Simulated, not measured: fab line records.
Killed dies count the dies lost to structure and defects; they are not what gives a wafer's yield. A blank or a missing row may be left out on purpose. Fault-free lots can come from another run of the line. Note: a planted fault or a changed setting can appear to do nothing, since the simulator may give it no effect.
fab line records ; flow n5Finfet
record: lots: 10; wafers: 29; lastDay: 18
route steps=1938 shown ZERO_LAYER@11 WELL_APT@28 PMOS_HMC_CHANNEL_EPI@71 BEOL_M4@1111
lots untouched by any fault: they come from a run of this same line in which no faults occurred
startH: start of the lot's first displayed wafer, in hours after the record's first day ; waitH: hours from the lot's prior step to this one ; " same as the row above ; L1.1+2: one row covering several wafers at once ; - no value, or no start was given ; * or withheld: withheld ; < > ~ a bound
route shown NAME@n: NAME is a module with steps in the file, n the number in the route of the first one ; usual: mean and standard deviation over wafers with no fault ; same: alike in all rows ; chamber/n: place in a boat ; sites: each site's reading ; _std_site: standard deviation of those values ; _edge_site: inner sites' mean taken away from outer sites' mean ; radiusMm: how far each site lies from the wafer's centre ; mask NAME#n: copy n ; behind: the last tool/chamber to shape the wafer ; hold: cause of the lot's hold/its duration in hours/its outcome ; device: the n, p or np transistor that did not switch ; end of line: at the end of the route, the tests of the same wafers ; where a step has no rows: the recipe by itself ; killed: at the first sort, the dies lost to defects and structure; wafer yield is something else ; map: per-die view of a wafer (x killed, . not killed, _ where there is no die)
set.NAME: the setting that was run; set.NAME@STEP: the one run at that earlier step ; model.NAME: the simulator's own value behind a step, which no gauge read
the route's steps for a sample of lots (tables are steps, rows are wafers)
services: when a tool's chamber went out of use (startH, in hours from the record's first day, below 0 if earlier), for how many hours, and the reason
== steps ==
step: N5_ZERO_LAYER_DEVELOP_10
recipe: developTimeS: 60; rinseLiquid: diw; dry: airSpin; devTempC: 21
lot.wafer;tool;chamber;startH;waitH
L743.1+2+5;lithoTrack-02;0;24.55;-
L745.4+5+6;lithoTrack-05;0;36.65;-
L746.2+3+6;lithoTrack-02;0;42.53;-
L747.1+3+4;lithoTrack-01;0;48.53;-
L749.2+4+5;lithoTrack-02;0;60.55;-
L750.3+4;lithoTrack-02;0;66.66;-
L756.2+3+6;lithoTrack-02;0;102.66;-
L760.3+5+6;lithoTrack-01;0;126.53;-
L762.2+4+6;lithoTrack-01;0;138.55;-
L764.2+4+5;lithoTrack-01;0;150.53;-
step: N5_ZERO_LAYER_CD_MEAS_11
recipe: targetCdNm: 2000; landingEnergyEv: 500; detector: seInlens
usual: cdNm: 1999.7/1.4
lot.wafer;tool;chamber;startH;waitH;cdNm
L743.1;cdSem-01;0;24.66;-;1999.9
L743.2;cdSem-01;0;24.66;-;2000.9
L743.5;cdSem-01;0;24.66;-;2000.5
L745.4;cdSem-01;0;36.77;-;1997.8
L745.5;cdSem-01;0;36.77;-;2001.9
L745.6;cdSem-01;0;36.77;-;1998.2
L746.2;cdSem-02;0;42.65;-;2001.6
L746.3;cdSem-02;0;42.65;-;2000.0
L746.6;cdSem-02;0;42.65;-;2001.8
L747.1;cdSem-01;0;48.64;-;1998.2
L747.3;cdSem-01;0;48.64;-;2000.2
L747.4;cdSem-01;0;48.64;-;1999.4
L749.2;cdSem-02;0;60.67;-;1992.5
L749.4;cdSem-02;0;60.67;-;1993.3
L749.5;cdSem-02;0;60.67;-;1999.4
L750.3;cdSem-03;0;66.77;-;1998.6
L750.4;cdSem-03;0;66.77;-;1990.7
L756.2;cdSem-01;0;102.77;-;1991.8
L756.3;cdSem-01;0;102.77;-;1997.1
L756.6;cdSem-01;0;102.77;-;1999.5
L760.3;cdSem-01;0;126.64;-;2000.7
L760.5;cdSem-01;0;126.64;-;2000.5
L760.6;cdSem-01;0;126.64;-;2001.5
L762.2;cdSem-03;0;138.67;-;1999.7
L762.4;cdSem-03;0;138.67;-;1999.2
L762.6;cdSem-03;0;138.67;-;1999.7
L764.2;cdSem-02;0;150.65;-;1996.8
L764.4;cdSem-02;0;150.65;-;1998.1
L764.5;cdSem-02;0;150.65;-;1996.8
step: N5_ZERO_LAYER_INSPECT_20
recipe: inspectInstrument: darkfield; mode: postClean
usual: rawDefectCount: 35/17
lot.wafer;tool;chamber;startH;waitH;rawDefectCount
L743.1;defectInspect-02;-;25.64;0.0;18
L743.2;defectInspect-02;-;25.64;0.0;38
L743.5;defectInspect-02;-;25.64;0.0;29
L745.4;defectInspect-02;-;37.38;0.0;22
L745.5;defectInspect-02;-;37.38;0.0;30
L745.6;defectInspect-02;-;37.38;0.0;24
L746.2;defectInspect-02;-;43.26;0.0;52
L746.3;defectInspect-02;-;43.26;0.0;98
L746.6;defectInspect-02;-;43.26;0.0;71
L747.1;defectInspect-01;-;49.65;0.0;27
L747.3;defectInspect-01;-;49.65;0.0;26
L747.4;defectInspect-01;-;49.65;0.0;34
L749.2;defectInspect-01;-;61.56;0.0;35
L749.4;defectInspect-01;-;61.56;0.0;22
L749.5;defectInspect-01;-;61.56;0.0;24
L750.3;defectInspect-02;-;67.39;0.0;67
L750.4;defectInspect-02;-;67.39;0.0;56
L756.2;defectInspect-01;-;103.38;0.0;32
L756.3;defectInspect-01;-;103.38;0.0;34
L756.6;defectInspect-01;-;103.38;0.0;27
L760.3;defectInspect-01;-;127.25;0.0;24
L760.5;defectInspect-01;-;127.25;0.0;35
L760.6;defectInspect-01;-;127.25;0.0;42
L762.2;defectInspect-02;-;139.29;0.0;43
L762.4;defectInspect-02;-;139.29;0.0;40
L762.6;defectInspect-02;-;139.29;0.0;59
L764.2;defectInspect-02;-;151.26;0.0;43
L764.4;defectInspect-02;-;151.26;0.0;50
L764.5;defectInspect-02;-;151.26;0.0;36
step: N5_WELL_APT_CD_MEAS_08
recipe: targetCdNm: 200; landingEnergyEv: 500; detector: seInlens
usual: cdNm: 200.3/1.2
lot.wafer;tool;chamber;startH;waitH;cdNm
L743.1;cdSem-01;0;26.06;-;202.4
L743.2;cdSem-01;0;26.06;-;200.4
L743.5;cdSem-01;0;26.06;-;199.9
L745.4;cdSem-03;0;37.68;-;202.2
L745.5;cdSem-03;0;37.68;-;199.4
L745.6;cdSem-03;0;37.68;-;201.3
L746.2;cdSem-03;0;43.69;-;200.2
L746.3;cdSem-03;0;43.69;-;200.5
L746.6;cdSem-03;0;43.69;-;201.2
L747.1;cdSem-01;0;50.08;-;198.5
L747.3;cdSem-01;0;50.08;-;198.3
L747.4;cdSem-01;0;50.08;-;199.3
L749.2;cdSem-02;0;61.87;-;199.5
L749.4;cdSem-02;0;61.87;-;200.1
L749.5;cdSem-02;0;61.87;-;200.1
L750.3;cdSem-03;0;67.69;-;202.6
L750.4;cdSem-03;0;67.69;-;201.6
L756.2;cdSem-03;0;103.69;-;201.3
L756.3;cdSem-03;0;103.69;-;201.4
L756.6;cdSem-03;0;103.69;-;200.3
L760.3;cdSem-02;0;127.56;-;199.9
L760.5;cdSem-02;0;127.56;-;199.8
L760.6;cdSem-02;0;127.56;-;199.0
L762.2;cdSem-02;0;139.60;-;198.6
L762.4;cdSem-02;0;139.60;-;201.1
L762.6;cdSem-02;0;139.60;-;201.1
L764.2;cdSem-01;0;151.56;-;201.3
L764.4;cdSem-01;0;151.56;-;200.8
L764.5;cdSem-01;0;151.56;-;199.6
step: N5_PMOS_HMC_CHANNEL_EPI_STRIP_33
recipe: chemistry: N2/H2; powerW: 500; tempC: 40; pressureMtorr: 50; rfFrequencyHz: 6e+07; overashFraction: 0.3; biasPowerW: 8; h2Frac: 0.5; n2FlowSccm: 300; h2FlowSccm: 300
usual: drypumpMotorCurrentA: 5.9/0.33; oesProductAu: 0.77/0.081; rfVppV: 54.4/1.7; showerheadPlenumPTorr: 3.41/0.058; throttleValvePct: 18.9/0.31
lot.wafer;tool;chamber;startH;waitH;drypumpMotorCurrentA;oesProductAu;rfHoursCounterH;rfVppV;showerheadPlenumPTorr;throttleValvePct
L743.1;rieDiel-02;2;30.09;0.0;6.3;0.71;217;56.5;3.45;18.9
L743.2;rieDiel-02;3;30.09;0.0;5.6;0.79;102;54.1;3.39;18.7
L743.5;rieDiel-02;2;30.09;0.0;6.3;0.71;-;57.5;3.45;18.9
L745.4;rieDiel-05;2;41.29;0.0;5.5;0.87;-;57.1;3.43;18.7
L745.5;rieDiel-05;0;41.29;0.0;6.1;0.97;-;54.5;3.44;18.9
L745.6;rieDiel-05;3;41.29;0.0;6.0;0.73;-;54.0;3.49;18.9
L746.2;rieDiel-02;0;47.45;0.0;5.4;0.86;38;55.0;3.43;18.8
L746.3;rieDiel-02;1;47.45;0.0;6.4;0.77;129;53.2;3.37;19.5
L746.6;rieDiel-02;0;47.45;0.0;5.4;0.88;-;56.0;3.43;18.8
L747.1;rieDiel-02;2;53.64;0.0;6.3;0.70;224;51.6;3.45;18.9
L747.3;rieDiel-02;1;53.64;0.0;6.3;0.76;132;55.7;3.37;19.5
L747.4;rieDiel-02;1;53.64;0.0;6.4;0.77;-;52.0;3.37;19.5
L749.2;rieDiel-01;2;65.73;0.0;5.5;0.71;176;53.0;3.48;19.3
L749.4;rieDiel-01;0;65.73;0.0;6.4;0.68;216;54.8;3.45;18.7
L749.5;rieDiel-01;1;65.73;0.0;5.9;0.71;-;55.1;3.34;18.6
L750.3;rieDiel-05;0;71.90;0.0;6.1;0.93;14;56.5;3.43;19.0
L750.4;rieDiel-05;0;71.90;0.0;6.1;0.94;-;52.6;3.43;19.0
L756.2;rieDiel-02;2;107.45;0.0;6.3;0.68;240;53.5;3.44;18.9
L756.3;rieDiel-02;1;107.45;0.0;6.4;0.75;148;54.9;3.36;19.5
L756.6;rieDiel-02;2;107.45;0.0;6.3;0.69;-;54.2;3.44;18.9
L760.3;rieDiel-05;1;132.36;0.0;5.9;0.91;25;55.5;3.42;18.3
L760.5;rieDiel-05;2;132.36;0.0;5.5;0.84;-;55.0;3.42;18.7
L760.6;rieDiel-05;1;132.36;0.0;5.9;0.91;-;55.2;3.41;18.3
L762.2;rieDiel-01;1;143.44;0.0;6.0;0.68;219;55.6;3.33;18.6
L762.4;rieDiel-01;2;143.44;0.0;5.5;0.70;199;52.2;3.47;19.3
L762.6;rieDiel-01;2;143.44;0.0;5.5;0.69;-;56.1;3.47;19.3
L764.2;rieDiel-05;2;155.33;0.0;5.5;0.83;56;53.0;3.42;18.7
L764.4;rieDiel-05;1;155.33;0.0;5.9;0.90;32;52.8;3.41;18.3
L764.5;rieDiel-05;2;155.33;0.0;5.5;0.85;-;55.2;3.42;18.7
step: N5_BEOL_M4_RC_MEAS_101
usual: DIBL_N: 36.4/1.4; DIBL_P: 36.3/1.8; IOFF_N: 0.163/0.024; IOFF_P: 0.21/0.034; ION_N: 673/11; ION_P: 461/7.4; SS_N: 71.6/0.52; SS_P: 73.3/0.58; VT_N: 249.4/2.5; VT_P: -250/3.5
lot.wafer;tool;chamber;startH;waitH;DIBL_N[mV/V];DIBL_P[mV/V];IOFF_N[nA/um];IOFF_P[nA/um];ION_N[uA/um];ION_P[uA/um];SS_N[mV/dec];SS_P[mV/dec];VT_N[mV];VT_P[mV]
L743.1;prober-01;0;175.17;0.0;37.2;38.0;0.170;0.25;663;456;71.9;73.8;245.9;-246
L743.2;prober-01;0;175.17;0.0;37.2;37.4;0.169;0.24;668;462;71.2;73.4;249.0;-248
L743.5;prober-01;0;175.17;0.0;37.5;38.2;0.181;0.24;666;459;71.9;73.8;246.9;-248
L745.4;prober-02;0;192.36;0.5;34.6;33.8;0.118;0.20;651;458;70.6;72.5;254.1;-248
L745.5;prober-02;0;192.36;0.5;36.9;36.4;0.154;0.25;661;462;72.2;72.9;247.8;-247
L745.6;prober-02;0;192.36;0.5;37.7;38.1;0.176;0.27;682;477;72.1;74.1;249.6;-243
L747.1;prober-01;0;199.09;0.0;37.5;36.9;0.177;0.25;684;470;72.3;73.5;250.3;-245
L747.3;prober-01;0;199.09;0.0;35.5;34.4;0.136;0.20;668;464;71.2;72.7;249.4;-249
L747.4;prober-01;0;199.09;0.0;38.3;37.3;0.186;0.27;677;467;71.6;73.2;249.5;-244
L746.2;prober-01;0;201.78;0.2;37.5;38.4;0.198;0.24;678;458;72.5;74.3;247.3;-249
L746.3;prober-01;0;201.78;0.2;39.0;39.6;0.209;0.26;679;460;72.6;74.2;246.0;-252
L746.6;prober-01;0;201.78;0.2;37.6;38.6;0.190;0.24;682;469;71.7;73.8;248.4;-249
L749.2;prober-02;0;212.44;0.2;36.0;36.8;0.169;0.23;665;461;72.1;73.5;248.2;-247
L749.4;prober-02;0;212.44;0.2;35.0;35.7;0.145;0.21;666;457;71.0;73.2;248.0;-249
L749.5;prober-02;0;212.44;0.2;36.5;37.7;0.174;0.26;680;475;71.9;73.9;247.9;-244
L750.3;prober-01;0;225.25;0.3;36.0;35.9;0.159;0.20;652;450;72.2;73.1;250.4;-250
L750.4;prober-01;0;225.25;0.3;34.4;34.8;0.137;0.18;651;451;70.9;72.5;252.9;-254
L756.2;prober-01;0;260.35;0.2;35.4;36.8;0.153;0.22;674;461;71.8;72.6;250.4;-249
L756.3;prober-01;0;260.35;0.2;34.9;35.6;0.145;0.20;648;450;71.6;73.0;251.5;-251
L756.6;prober-01;0;260.35;0.2;36.1;36.5;0.154;0.21;666;458;71.9;73.0;252.0;-251
L760.3;prober-02;0;283.50;0.3;37.2;37.3;0.153;0.21;674;457;72.6;73.9;250.4;-250
L760.5;prober-02;0;283.50;0.3;36.8;36.7;0.150;0.20;665;459;71.8;73.5;252.3;-251
L760.6;prober-02;0;283.50;0.3;36.7;37.1;0.156;0.21;679;463;71.8;73.9;251.0;-253
L762.2;prober-02;0;303.23;0.2;35.1;34.8;0.137;0.19;665;460;70.9;73.0;250.8;-250
L762.4;prober-02;0;303.23;0.2;36.0;35.2;0.146;0.20;666;455;71.1;72.9;251.1;-250
L762.6;prober-02;0;303.23;0.2;35.1;35.0;0.142;0.20;662;456;70.9;72.6;248.0;-248
L764.2;prober-01;0;306.09;0.2;37.4;35.5;0.158;0.23;674;466;71.0;73.2;249.3;-247
L764.4;prober-01;0;306.09;0.2;40.3;38.7;0.217;0.30;691;465;72.4;73.9;245.3;-242
L764.5;prober-01;0;306.09;0.2;36.6;33.9;0.146;0.22;656;458;71.6;72.1;254.2;-247
== services ==
tool;chamber;startH;hours;kind
rieDiel-05;0;6.54;-;clean
rieDiel-05;0;6.54;-;consumableReplace:focusRing
rieDiel-05;0;6.54;20.7;scheduledDown
rieDiel-05;0;6.54;20.7;ventCycle
rieDiel-01;-;8.75;14.6;pm
lithoTrack-02;-;13.96;-;consumableReplace:filter
rieDiel-05;1;27.47;-;clean
rieDiel-05;1;27.47;-;consumableReplace:focusRing
rieDiel-05;1;27.47;16.0;scheduledDown
rieDiel-05;1;27.47;16.0;ventCycle
rieDiel-02;0;49.56;4.1;repair
rieDiel-05;0;72.95;3.1;repair
rieDiel-01;-;73.88;0.1;repair
rieDiel-05;3;94.96;1.2;repair
rieDiel-02;2;138.40;-;clean
rieDiel-02;2;138.40;-;consumableReplace:focusRing
rieDiel-02;2;138.40;25.0;scheduledDown
rieDiel-02;2;138.40;25.0;ventCycle
rieDiel-01;3;147.65;1.5;repair
== key ==
firstSign: step: N5_ZERO_LAYER_CD_MEAS_11; reading: cdNm; direction: down; sigmas: 5.4; usual: 1999.7; struck: 1992.1
effect none on later readings
metAt N5_ZERO_LAYER_DEVELOP_10
struckLots L749,L750,L756
struckWafers L749.2,L749.4,L750.4,L756.2
notActingAt N5_ZERO_LAYER_INSPECT_20,N5_WELL_APT_CD_MEAS_08,N5_PMOS_HMC_CHANNEL_EPI_STRIP_33
onsetBetween 42.53 60.55
fault: kind: processParameterDrift; tool: lithoTrack-02; chamber: -; onsetH: 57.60; steps: N5_ZERO_LAYER_DEVELOP_10; channel: developTimeS; offset: *; shape: step; endH: 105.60; scope: struckWafersOnly; actsIn: *; stated: *
